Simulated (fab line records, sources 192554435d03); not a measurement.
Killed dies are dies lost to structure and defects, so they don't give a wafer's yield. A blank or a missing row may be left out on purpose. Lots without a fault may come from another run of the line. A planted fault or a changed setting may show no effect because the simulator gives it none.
Chamber matching | flow n5_finfet | N5_FIN_SAQP_DESCUM_21 on rie_diel-05: 4 sister chambers
The step chemistry O2, time 7.9 s. 4 wafers are shown with their chamber, then 9 later ones without.

WAFERS WITH THEIR CHAMBER
wafer  | chamber | showerhead_plenum_p_Torr (Torr)
L080.3 | 1       | 2.07
L081.3 | 0       | 2.12
L084.5 | 3       | 2.17
L084.6 | 2       | 2.04

WAFERS WITHOUT THEIR CHAMBER
wafer  | showerhead_plenum_p_Torr (Torr)
L088.1 | 2.03
L088.2 | 2.11
L088.4 | 2.11
L092.1 | 2.17
L092.2 | 2.11
L092.4 | 2.06
L097.1 | 2.16
L097.2 | 2.10
L097.6 | 2.10

WHICH CHAMBER EACH WENT THROUGH
wafer  | from the rows above     | in truth
L088.1 | 2                       | 2
L088.2 | 0                       | 0
L088.4 | 0                       | 0
L092.1 | 3                       | 3
L092.2 | 0                       | 0
L092.4 | can't be placed: 1 or 2 | 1
L097.1 | 3                       | 3
L097.2 | can't be placed: 0 or 1 | 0
L097.6 | can't be placed: 0 or 1 | 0
Placed correctly: 6 of 9. Can't be placed from these rows: 3 (the true chamber is among the candidates in 3). Placed wrongly: 0.
How it was worked out, from the rows above alone: a wafer's distance from a chamber is the root of the sum, over the readings, of the square of ((its reading less the chamber's mean) divided by the reading's scatter). The wafer belongs to the nearest chamber; if the next one is less than 2 further off, it can't be placed. A chamber's mean is the mean of its shown wafers. The scatter: with one shown wafer a chamber, the root of the mean of the squares of how far each hidden wafer lies from its nearest shown one.
